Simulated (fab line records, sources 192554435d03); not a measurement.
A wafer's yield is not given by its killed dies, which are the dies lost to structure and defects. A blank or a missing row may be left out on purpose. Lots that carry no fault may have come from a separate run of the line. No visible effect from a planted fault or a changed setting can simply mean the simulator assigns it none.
Which tool did it? || flow n5-finfet || 10 lots, 30 wafers sampled, at 5 steps of a route of 1938

## WHAT THE GAUGES READ, wafer by wafer
N5_BEOL_M4_INSPECT_59: inspects for defects (darkfield). Usual: raw-defect-count at 75, with a standard deviation of 24.
{"lot": "L123", "measured": "day 8 01:20", "on": "defect-inspect-02", "raw-defect-count": "114 63 67", "flag": ""}
{"lot": "L125", "measured": "day 8 15:07", "on": "defect-inspect-01", "raw-defect-count": "113 91 125", "flag": ""}
{"lot": "L129", "measured": "day 9 11:23", "on": "defect-inspect-02", "raw-defect-count": "27 65 99", "flag": ""}
{"lot": "L130", "measured": "day 9 11:05", "on": "defect-inspect-02", "raw-defect-count": "82 49 67", "flag": ""}
{"lot": "L131", "measured": "day 9 16:09", "on": "defect-inspect-01", "raw-defect-count": "63 56 50", "flag": ""}
{"lot": "L132", "measured": "day 10 10:40", "on": "defect-inspect-02", "raw-defect-count": "53 72 178", "flag": ""}
{"lot": "L133", "measured": "day 11 02:29", "on": "defect-inspect-01", "raw-defect-count": "82 54 44", "flag": ""}
{"lot": "L134", "measured": "day 11 02:01", "on": "defect-inspect-01", "raw-defect-count": "83 50 76", "flag": ""}
{"lot": "L138", "measured": "day 12 01:29", "on": "defect-inspect-01", "raw-defect-count": "82 95 65", "flag": ""}
{"lot": "L145", "measured": "day 13 08:44", "on": "defect-inspect-01", "raw-defect-count": "63 45 46", "flag": ""}

N5_BEOL_M4_RC_MEAS_101. Usual: CJ_N 4.33, standard deviation 0.091; DIBL_N 36.2 mV/V, standard deviation 1.7; DIBL_P 36.6 mV/V, standard deviation 1.9; IOFF_N 0.16 nA/um, standard deviation 0.032; IOFF_P 0.21 nA/um, standard deviation 0.037; ION_N 675 uA/um, standard deviation 12; ION_P 460 uA/um, standard deviation 8.1; REXT_N 76.5 ohm.um, standard deviation 1.6; SS_N 71.4 mV/dec, standard deviation 0.58; SS_P 73.4 mV/dec, standard deviation 0.64; VT_N 249 mV, standard deviation 3.2; VT_P -252 mV, standard deviation 3.4.
{"lot": "L123", "measured": "day 8 01:22", "on": "prober-02", "CJ_N": "4.37 4.29 4.37", "DIBL_N (mV/V)": "36.7 36.4 33.9", "DIBL_P (mV/V)": "37.2 37.7 34.4", "IOFF_N (nA/um)": "0.17 0.16 0.13", "IOFF_P (nA/um)": "0.23 0.23 0.18", "ION_N (uA/um)": "665 687 668", "ION_P (uA/um)": "465 468 465", "REXT_N (ohm.um)": "78.5 78.2 77.9", "SS_N (mV/dec)": "71.8 72.2 71.1", "SS_P (mV/dec)": "73.2 73.8 72.9", "VT_N (mV)": "250 250 252", "VT_P (mV)": "-248 -247 -250", "flag": ""}
{"lot": "L125", "measured": "day 8 15:17", "on": "prober-02", "CJ_N": "4.38 4.19 4.45", "DIBL_N (mV/V)": "38.1 34.9 36.7", "DIBL_P (mV/V)": "38.5 35.8 37.3", "IOFF_N (nA/um)": "0.19 0.14 0.17", "IOFF_P (nA/um)": "0.23 0.19 0.21", "ION_N (uA/um)": "682 657 676", "ION_P (uA/um)": "462 450 462", "REXT_N (ohm.um)": "77.4 79.4 77.7", "SS_N (mV/dec)": "72.5 71.9 71.4", "SS_P (mV/dec)": "73.5 72.8 73.5", "VT_N (mV)": "248 253 250", "VT_P (mV)": "-250 -253 -253", "flag": ""}
{"lot": "L129", "measured": "day 9 11:34", "on": "prober-02", "CJ_N": "4.43 4.24 4.39", "DIBL_N (mV/V)": "36.8 35.1 36.4", "DIBL_P (mV/V)": "38.0 37.1 37.7", "IOFF_N (nA/um)": "0.17 0.14 0.16", "IOFF_P (nA/um)": "0.21 0.18 0.20", "ION_N (uA/um)": "669 669 672", "ION_P (uA/um)": "454 451 450", "REXT_N (ohm.um)": "75.2 76.0 75.0", "SS_N (mV/dec)": "72.3 71.1 71.1", "SS_P (mV/dec)": "73.7 72.7 73.2", "VT_N (mV)": "248 251 246", "VT_P (mV)": "-254 -251 -253", "flag": ""}
{"lot": "L130", "measured": "day 9 11:06", "on": "prober-01", "CJ_N": "4.46 4.51 4.35", "DIBL_N (mV/V)": "39.4 39.1 38.0", "DIBL_P (mV/V)": "39.6 39.7 38.2", "IOFF_N (nA/um)": "0.27 0.25 0.23", "IOFF_P (nA/um)": "0.30 0.30 0.27", "ION_N (uA/um)": "700 697 697", "ION_P (uA/um)": "471 473 471", "REXT_N (ohm.um)": "75.6 75.3 75.3", "SS_N (mV/dec)": "72.8 71.7 71.8", "SS_P (mV/dec)": "74.4 74.9 73.8", "VT_N (mV)": "242 241 242", "VT_P (mV)": "-245 -244 -250", "flag": ""}
{"lot": "L131", "measured": "day 9 16:11", "on": "prober-02", "CJ_N": "4.32 4.30 4.24", "DIBL_N (mV/V)": "35.6 33.9 34.7", "DIBL_P (mV/V)": "36.2 33.8 35.1", "IOFF_N (nA/um)": "0.16 0.12 0.14", "IOFF_P (nA/um)": "0.19 0.15 0.17", "ION_N (uA/um)": "684 671 676", "ION_P (uA/um)": "463 455 463", "REXT_N (ohm.um)": "76.5 76.0 75.6", "SS_N (mV/dec)": "71.6 71.2 71.1", "SS_P (mV/dec)": "73.1 73.2 73.2", "VT_N (mV)": "248 253 249", "VT_P (mV)": "-250 -254 -253", "flag": ""}
{"lot": "L132", "measured": "day 10 10:41", "on": "prober-02", "CJ_N": "4.24 4.30 4.39", "DIBL_N (mV/V)": "38.8 34.4 37.4", "DIBL_P (mV/V)": "41.1 35.3 38.8", "IOFF_N (nA/um)": "0.20 0.12 0.18", "IOFF_P (nA/um)": "0.27 0.17 0.23", "ION_N (uA/um)": "688 658 693", "ION_P (uA/um)": "473 454 465", "REXT_N (ohm.um)": "76.6 76.8 75.5", "SS_N (mV/dec)": "71.6 70.9 71.7", "SS_P (mV/dec)": "74.6 72.6 73.9", "VT_N (mV)": "245 252 247", "VT_P (mV)": "-250 -256 -253", "flag": ""}
{"lot": "L133", "measured": "day 11 02:49", "on": "prober-01", "CJ_N": "4.34 4.29 4.27", "DIBL_N (mV/V)": "34.7 34.1 33.1", "DIBL_P (mV/V)": "35.4 35.4 34.1", "IOFF_N (nA/um)": "0.14 0.14 0.11", "IOFF_P (nA/um)": "0.20 0.21 0.18", "ION_N (uA/um)": "669 676 649", "ION_P (uA/um)": "461 460 456", "REXT_N (ohm.um)": "76.2 75.8 76.1", "SS_N (mV/dec)": "70.6 70.5 70.7", "SS_P (mV/dec)": "72.9 72.9 73.4", "VT_N (mV)": "253 250 256", "VT_P (mV)": "-251 -247 -251", "flag": ""}
{"lot": "L134", "measured": "day 11 02:02", "on": "prober-02", "CJ_N": "4.32 4.19 4.20", "DIBL_N (mV/V)": "34.1 35.5 35.3", "DIBL_P (mV/V)": "33.4 35.1 35.6", "IOFF_N (nA/um)": "0.13 0.15 0.15", "IOFF_P (nA/um)": "0.16 0.18 0.18", "ION_N (uA/um)": "667 677 671", "ION_P (uA/um)": "456 463 461", "REXT_N (ohm.um)": "79.0 78.4 80.6", "SS_N (mV/dec)": "70.7 71.3 71.5", "SS_P (mV/dec)": "72.5 73.8 73.5", "VT_N (mV)": "249 253 252", "VT_P (mV)": "-254 -253 -254", "flag": ""}
{"lot": "L138", "measured": "day 12 01:31", "on": "prober-01", "CJ_N": "4.21 2.88 4.19", "DIBL_N (mV/V)": "35.6 34.6 35.9", "DIBL_P (mV/V)": "36.4 38.3 36.5", "IOFF_N (nA/um)": "0.15 0.14 0.15", "IOFF_P (nA/um)": "0.20 0.23 0.21", "ION_N (uA/um)": "665 598 678", "ION_P (uA/um)": "455 455 462", "REXT_N (ohm.um)": "77.2 84.6 76.3", "SS_N (mV/dec)": "71.0 71.2 71.7", "SS_P (mV/dec)": "73.4 73.8 73.6", "VT_N (mV)": "251 252 251", "VT_P (mV)": "-249 -251 -252", "flag": "OFF"}
{"lot": "L145", "measured": "day 13 08:45", "on": "prober-02", "CJ_N": "4.40 4.45 4.39", "DIBL_N (mV/V)": "37.0 35.7 37.2", "DIBL_P (mV/V)": "35.9 34.2 37.3", "IOFF_N (nA/um)": "0.16 0.13 0.17", "IOFF_P (nA/um)": "0.21 0.19 0.23", "ION_N (uA/um)": "680 666 684", "ION_P (uA/um)": "465 460 469", "REXT_N (ohm.um)": "79.4 78.5 80.2", "SS_N (mV/dec)": "71.2 69.8 71.0", "SS_P (mV/dec)": "72.9 72.2 73.9", "VT_N (mV)": "249 254 249", "VT_P (mV)": "-253 -250 -247", "flag": ""}

## EACH LOT AND THE TOOL THAT RAN IT (in order: tool; ch and the chambers of the sampled wafers; start)
{"lot": "L123", "N5_SD_EPI_N_SD_RECESS_17": "rie-si-06 ch 1,2, day 3 10:59", "N5_BEOL_M4_SPUTTER_81": "pvd-sputter-03, day 7 22:56", "N5_BEOL_M4_CO_CAP_55": "cvd-co-02 ch 0,1,2, day 8 01:07"}
{"lot": "L125", "N5_SD_EPI_N_SD_RECESS_17": "rie-si-03 ch 0,2,3, day 3 20:01", "N5_BEOL_M4_SPUTTER_81": "pvd-sputter-02, day 8 12:35", "N5_BEOL_M4_CO_CAP_55": "cvd-co-02 ch 0,2, day 8 14:54"}
{"lot": "L129", "N5_SD_EPI_N_SD_RECESS_17": "rie-si-06 ch 0,2,3, day 4 18:26", "N5_BEOL_M4_SPUTTER_81": "pvd-sputter-03, day 9 08:53", "N5_BEOL_M4_CO_CAP_55": "cvd-co-01 ch 0,1, day 9 11:08"}
{"lot": "L130", "N5_SD_EPI_N_SD_RECESS_17": "rie-si-01 ch 0,2, day 5 02:19", "N5_BEOL_M4_SPUTTER_81": "pvd-sputter-01, day 9 08:37", "N5_BEOL_M4_CO_CAP_55": "cvd-co-01 ch 0,1, day 9 10:50"}
{"lot": "L131", "N5_SD_EPI_N_SD_RECESS_17": "rie-si-06 ch 0,2,3, day 5 07:40", "N5_BEOL_M4_SPUTTER_81": "pvd-sputter-03, day 9 13:44", "N5_BEOL_M4_CO_CAP_55": "cvd-co-02 ch 0,1, day 9 15:55"}
{"lot": "L132", "N5_SD_EPI_N_SD_RECESS_17": "rie-si-06 ch 1,2,3, day 5 15:58", "N5_BEOL_M4_SPUTTER_81": "pvd-sputter-03, day 10 08:10", "N5_BEOL_M4_CO_CAP_55": "cvd-co-01 ch 0,1,2, day 10 10:28"}
{"lot": "L133", "N5_SD_EPI_N_SD_RECESS_17": "rie-si-06 ch 1,2,3, day 5 22:28", "N5_BEOL_M4_SPUTTER_81": "pvd-sputter-02, day 10 23:33", "N5_BEOL_M4_CO_CAP_55": "cvd-co-02 ch 0,1,2, day 11 02:17"}
{"lot": "L134", "N5_SD_EPI_N_SD_RECESS_17": "rie-si-06 ch 0,1,3, day 6 04:01", "N5_BEOL_M4_SPUTTER_81": "pvd-sputter-01, day 10 23:23", "N5_BEOL_M4_CO_CAP_55": "cvd-co-02 ch 0,1,2, day 11 01:48"}
{"lot": "L138", "N5_SD_EPI_N_SD_RECESS_17": "rie-si-06 ch 0,1,3, day 7 03:32", "N5_BEOL_M4_SPUTTER_81": "pvd-sputter-02, day 11 23:02", "N5_BEOL_M4_CO_CAP_55": "cvd-co-02 ch 1,2, day 12 01:17"}
{"lot": "L145", "N5_SD_EPI_N_SD_RECESS_17": "rie-si-03 ch 0,2, day 8 22:36", "N5_BEOL_M4_SPUTTER_81": "pvd-sputter-03, day 13 06:19", "N5_BEOL_M4_CO_CAP_55": "cvd-co-01 ch 0,1, day 13 08:31"}
- N5_SD_EPI_N_SD_RECESS_17: chemistry HBr/Cl2/O2, target depth 41 nm, time 23.7 s, bt time 3 s.
- N5_BEOL_M4_SPUTTER_81: material Cu, target thk 4.5 nm, time 8.29 s.
- N5_BEOL_M4_CO_CAP_55: material Co, precursor CCTBA/H2, target thk 2 nm, time 102.1 s.

## WHAT THE TOOLS THEMSELVES READ (means of the sampled wafers that have a number; where no wafer has one, the mark that the record gives instead)
N5_SD_EPI_N_SD_RECESS_17. Usual: HBr_flow_sccm 150.0 sccm, standard deviation 0.41; drypump-motor-current-A 5.8 A, standard deviation 0.39; oes-product-au 0.996 a.u., standard deviation 0.021; throttle-valve-pct 37.1 %, standard deviation 0.49.
{"lot": "L123", "tool": "rie-si-06", "HBr_flow_sccm (sccm)": 149.7, "drypump-motor-current-A (A)": 5.9, "oes-product-au (a.u.)": 1.008, "throttle-valve-pct (%)": 37.1, "flag": ""}
{"lot": "L125", "tool": "rie-si-03", "HBr_flow_sccm (sccm)": 149.7, "drypump-motor-current-A (A)": 6.1, "oes-product-au (a.u.)": 0.989, "throttle-valve-pct (%)": 36.8, "flag": ""}
{"lot": "L129", "tool": "rie-si-06", "HBr_flow_sccm (sccm)": 149.9, "drypump-motor-current-A (A)": 5.9, "oes-product-au (a.u.)": 1.009, "throttle-valve-pct (%)": 37.2, "flag": ""}
{"lot": "L130", "tool": "rie-si-01", "HBr_flow_sccm (sccm)": 150.2, "drypump-motor-current-A (A)": 6.2, "oes-product-au (a.u.)": 0.995, "throttle-valve-pct (%)": 37.7, "flag": ""}
{"lot": "L131", "tool": "rie-si-06", "HBr_flow_sccm (sccm)": 150.2, "drypump-motor-current-A (A)": 5.9, "oes-product-au (a.u.)": 1.009, "throttle-valve-pct (%)": 37.1, "flag": ""}
{"lot": "L132", "tool": "rie-si-06", "HBr_flow_sccm (sccm)": 150.1, "drypump-motor-current-A (A)": 5.7, "oes-product-au (a.u.)": 0.995, "throttle-valve-pct (%)": 37.1, "flag": ""}
{"lot": "L133", "tool": "rie-si-06", "HBr_flow_sccm (sccm)": 150.0, "drypump-motor-current-A (A)": 5.7, "oes-product-au (a.u.)": 0.990, "throttle-valve-pct (%)": 37.1, "flag": ""}
{"lot": "L134", "tool": "rie-si-06", "HBr_flow_sccm (sccm)": 150.0, "drypump-motor-current-A (A)": 5.6, "oes-product-au (a.u.)": 0.984, "throttle-valve-pct (%)": 37.4, "flag": ""}
{"lot": "L138", "tool": "rie-si-06", "HBr_flow_sccm (sccm)": 150.2, "drypump-motor-current-A (A)": 5.6, "oes-product-au (a.u.)": 0.990, "throttle-valve-pct (%)": 37.4, "flag": ""}
{"lot": "L145", "tool": "rie-si-03", "HBr_flow_sccm (sccm)": 150.2, "drypump-motor-current-A (A)": 6.3, "oes-product-au (a.u.)": 0.984, "throttle-valve-pct (%)": 36.6, "flag": ""}

N5_BEOL_M4_SPUTTER_81. Usual: throttle-valve-pct at 29.8 %, with a standard deviation of 0.97.
{"lot": "L123", "tool": "pvd-sputter-03", "throttle-valve-pct (%)": 30.7, "flag": ""}
{"lot": "L125", "tool": "pvd-sputter-02", "throttle-valve-pct (%)": 30.8, "flag": ""}
{"lot": "L129", "tool": "pvd-sputter-03", "throttle-valve-pct (%)": 29.8, "flag": ""}
{"lot": "L130", "tool": "pvd-sputter-01", "throttle-valve-pct (%)": 29.2, "flag": ""}
{"lot": "L131", "tool": "pvd-sputter-03", "throttle-valve-pct (%)": 29.9, "flag": ""}
{"lot": "L132", "tool": "pvd-sputter-03", "throttle-valve-pct (%)": 30.2, "flag": ""}
{"lot": "L133", "tool": "pvd-sputter-02", "throttle-valve-pct (%)": 30.7, "flag": ""}
{"lot": "L134", "tool": "pvd-sputter-01", "throttle-valve-pct (%)": 29.1, "flag": ""}
{"lot": "L138", "tool": "pvd-sputter-02", "throttle-valve-pct (%)": 30.5, "flag": ""}
{"lot": "L145", "tool": "pvd-sputter-03", "throttle-valve-pct (%)": 29.9, "flag": ""}

N5_BEOL_M4_CO_CAP_55. Usual: heater-power-w at 228 W, with a standard deviation of 21.
{"lot": "L123", "tool": "cvd-co-02", "heater-power-w (W)": 228, "flag": ""}
{"lot": "L125", "tool": "cvd-co-02", "heater-power-w (W)": 233, "flag": ""}
{"lot": "L129", "tool": "cvd-co-01", "heater-power-w (W)": 208, "flag": ""}
{"lot": "L130", "tool": "cvd-co-01", "heater-power-w (W)": 212, "flag": ""}
{"lot": "L131", "tool": "cvd-co-02", "heater-power-w (W)": 226, "flag": ""}
{"lot": "L132", "tool": "cvd-co-01", "heater-power-w (W)": 231, "flag": ""}
{"lot": "L133", "tool": "cvd-co-02", "heater-power-w (W)": 229, "flag": ""}
{"lot": "L134", "tool": "cvd-co-02", "heater-power-w (W)": 229, "flag": ""}
{"lot": "L138", "tool": "cvd-co-02", "heater-power-w (W)": 230, "flag": ""}
{"lot": "L145", "tool": "cvd-co-01", "heater-power-w (W)": 211, "flag": ""}

## THE ANSWER, worked out from the rows above alone
Rule: lot off if the mean of its wafers having a number is beyond 3 standard deviations from the usual mean. A lot without any number at a reading at which 4 lots or more have one is off too. Where the step has rows for the other lots, those lots are counted as sound. After the gauges, taken in route order, come the tools' own readings; for these a lot's mean is taken, as printed above. At the first step where some lot is off, the reading lying furthest off is the one used; lots without a number count as furthest.
Off: at N5_BEOL_M4_RC_MEAS_101 (CJ_N), L138.
A tool fits if, at a process step before that reading, it ran every lot that is off, and no sound lot after the first of them. The gauges at N5_BEOL_M4_RC_MEAS_101 are tried like those tools. Can't be told from this: 4 tools fit, rie-si-06 at N5_SD_EPI_N_SD_RECESS_17, pvd-sputter-02 at N5_BEOL_M4_SPUTTER_81, cvd-co-02 at N5_BEOL_M4_CO_CAP_55, prober-01 at N5_BEOL_M4_RC_MEAS_101.

## WHAT THE SIMULATOR PUT IN
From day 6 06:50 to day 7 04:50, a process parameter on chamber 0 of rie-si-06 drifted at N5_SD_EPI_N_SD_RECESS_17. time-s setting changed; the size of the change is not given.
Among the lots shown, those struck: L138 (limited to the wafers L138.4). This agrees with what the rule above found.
